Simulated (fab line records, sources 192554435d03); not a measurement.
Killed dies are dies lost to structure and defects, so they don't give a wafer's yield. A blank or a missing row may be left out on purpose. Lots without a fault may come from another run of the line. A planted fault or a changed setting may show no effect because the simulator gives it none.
A struck lot beside a sound one | flow n5_finfet | 26 steps out of a route of 1938
Sound: wafers L603.1, L603.4, L603.5. Struck: wafers L608.1, L608.5, L608.6. The cause comes at the end.
At each step with rows: each side's tool, then ch and its chambers, then its first start. Under that, the readings that differ: sound wafers | struck wafers | difference of the means | sigmas: that difference in standard deviations of wafers without a fault.
alike: readings whose means differ by less than 2 such deviations, and words and numbers that are the same on both sides. not compared: withheld readings, readings that some wafer has no value for, bounds like >300 that may hide the same value, and numbers for which the record gives no deviation and whose values overlap.
The two part at a step that has a row with sigmas, a row that says differs or no value, or rows on one side only. Numbers that don't overlap but have no deviation are shown without sigmas and don't part them. A reading that every wafer of one side lacks parts them only if that side has two wafers or more.

first, 3 steps without rows for these wafers: N5_MOL_CONTACT_COAG_WET_ETCH_26 (target Co, target depth 13 nm); N5_MOL_CONTACT_COAG_WET_ETCH_116 (etches the open film in SC1-inhibited, target depth 4.6 nm, rinse time 30 s); N5_MOL_CONTACT_COAG_ALD_27 (deposits SiOC, target thk 17 nm, pulse time 1.5 s, time 2720 s).
N5_MOL_CONTACT_COAG_CMP_28: polishes, stops on SiNx, t overpolish 0.85 s, target thk 14.522 nm.
  sound on cmp-02 ch 0,3, day 5 15:25; struck on cmp-02 ch 0,3, day 6 16:51
  alike: motor_current_A, slurry_filter_dp_kPa, time_to_endpoint_s
N5_MOL_CONTACT_COAG_THK_MEAS_29:
  sound on film_metro-02, day 5 15:42; struck on film_metro-02, day 6 17:08
  alike: MD_CAP_THK
then, 5 steps without rows for these wafers: N5_MOL_CONTACT_COAG_ALD_123 (deposits SiNx, target thk 5 nm, pulse time 1 s, purge time 2 s); N5_MOL_CONTACT_COAG_PECVD_31 (deposits SiO2 from TEOS/O2, target thk 46 nm, time 8.9 s); N5_MOL_CONTACT_COAG_COAT_75 (time 60 s, resist thk 60 nm); N5_MOL_CONTACT_COAG_COAT_76 (time 60 s, resist thk 10 nm); N5_MOL_CONTACT_COAG_COAT_77 (time 60 s, resist thk 10 nm).
N5_MOL_CONTACT_COAG_COAT_78: resist thk 40 nm.
  sound on litho_track-04 ch 0, day 5 16:21; struck on litho_track-02 ch 0, day 6 17:45
  reading                                               | sound                | struck               | difference | sigmas
  spin_speed_rpm (rpm)                                  | 1500.5 1497.9 1500.1 | 1422.8 1425.2 1423.7 | -75.6      | -76
  model.CAR-EUV_of_MOL_CONTACT_COAG_COAT_78.thk_nm (nm) | 39.8 39.8 40         | 41 41 41.2           | +1         |
  alike: exhaust_pa
then, 5 steps without rows for these wafers: N5_MOL_CONTACT_COAG_EBR_80; N5_MOL_CONTACT_COAG_SOFTBAKE_79 (time 60 s); N5_MOL_CONTACT_COAG_EXPOSE_81 (exposes mask VG, defocus 0 nm); N5_MOL_CONTACT_COAG_PEB_82 (peb time 60 s); N5_MOL_CONTACT_COAG_DEVELOP_83 (develop time 30 s).
N5_MOL_CONTACT_COAG_CD_MEAS_84: target cd 25.1 nm.
  sound on cd_sem-01 ch 0, day 5 16:45; struck on cd_sem-02 ch 0, day 6 18:01
  alike: cd_nm
N5_MOL_CONTACT_COAG_OVL_MEAS_85:
  sound on overlay-02 ch 0, day 5 16:47; struck on overlay-01 ch 0, day 6 18:03
  alike: VG_OVL
N5_MOL_CONTACT_COAG_INSPECT_57: inspects for defects (brightfield).
  sound on defect_inspect-01, day 5 16:50; struck on defect_inspect-01, day 6 18:07
  alike: raw_defect_count
N5_MOL_CONTACT_COAG_DESCUM_88: chemistry O2, time 7 s.
  sound on rie_diel-06 ch 0,2, day 5 16:53; struck on rie_diel-02 ch 0,2, day 6 18:08
  alike: drypump_motor_current_A, oes_product_au, rf_vpp_V, showerhead_plenum_p_Torr, throttle_valve_pct
  not compared: rf_hours_counter_h
N5_MOL_CONTACT_COAG_ETCH_89: etches underlayer in N2/H2, target depth 13 nm, time 10.4 s.
  sound on rie_diel-06 ch 0,2, day 5 16:55; struck on rie_diel-02 ch 0,2, day 6 18:11
  alike: drypump_motor_current_A, etch_rf_on_time_s, h2_flow_sccm, oes_product_au, rf_vpp_V, showerhead_plenum_p_Torr, throttle_valve_pct
  not compared: rf_hours_counter_h
N5_MOL_CONTACT_COAG_ETCH_90: etches SiARC in CF4, target depth 13 nm, time 21.7 s.
  sound on rie_diel-06 ch 0,2, day 5 16:56; struck on rie_diel-02 ch 0,2, day 6 18:12
  alike: drypump_motor_current_A, etch_rf_on_time_s, oes_product_au, rf_vpp_V, showerhead_plenum_p_Torr, throttle_valve_pct
  not compared: rf_hours_counter_h
then, 1 step without rows for these wafers: N5_MOL_CONTACT_COAG_ALD_131 (deposits SiO2, target thk 5 nm, pulse time 1 s, co reactant pulse time 1 s).
N5_MOL_CONTACT_COAG_ETCHBACK_132: etches SiO2 in CHF3, target depth 10 nm, time 6.7 s.
  sound on rie_diel-02 ch 0,2, day 5 17:13; struck on rie_diel-06 ch 2,3, day 6 18:28
  reading                                               | sound          | struck         | difference | sigmas
  model.CAR-EUV_of_MOL_CONTACT_COAG_COAT_78.thk_nm (nm) | 15.6 15.6 15.6 | 16.6 16.4 16.8 | +1.0       |
  alike: drypump_motor_current_A, oes_product_au, rf_vpp_V, showerhead_plenum_p_Torr, throttle_valve_pct
  not compared: rf_hours_counter_h
N5_MOL_CONTACT_COAG_ETCH_91: etches SOC in N2/H2, target depth 60 nm, overetch 21 nm, time 101.2 s.
  sound on rie_diel-02 ch 0,2, day 5 17:15; struck on rie_diel-06 ch 2,3, day 6 18:29
  alike: drypump_motor_current_A, h2_flow_sccm, oes_product_au, rf_vpp_V, showerhead_plenum_p_Torr, throttle_valve_pct
  not compared: rf_hours_counter_h
then, 1 step without rows for these wafers: N5_PASSIVATION_PROBE_49.

WHERE THEY PART
Only at N5_MOL_CONTACT_COAG_COAT_78, within this record. Later steps at which nothing parts them and some readings are alike: N5_MOL_CONTACT_COAG_CD_MEAS_84, N5_MOL_CONTACT_COAG_OVL_MEAS_85, N5_MOL_CONTACT_COAG_INSPECT_57, N5_MOL_CONTACT_COAG_DESCUM_88, N5_MOL_CONTACT_COAG_ETCH_89, N5_MOL_CONTACT_COAG_ETCH_90, N5_MOL_CONTACT_COAG_ETCHBACK_132, N5_MOL_CONTACT_COAG_ETCH_91.

WHY: what the simulator had put in
Process parameter drift: litho_track-02, from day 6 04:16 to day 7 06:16, at N5_MOL_CONTACT_COAG_COAT_78. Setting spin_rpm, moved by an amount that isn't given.
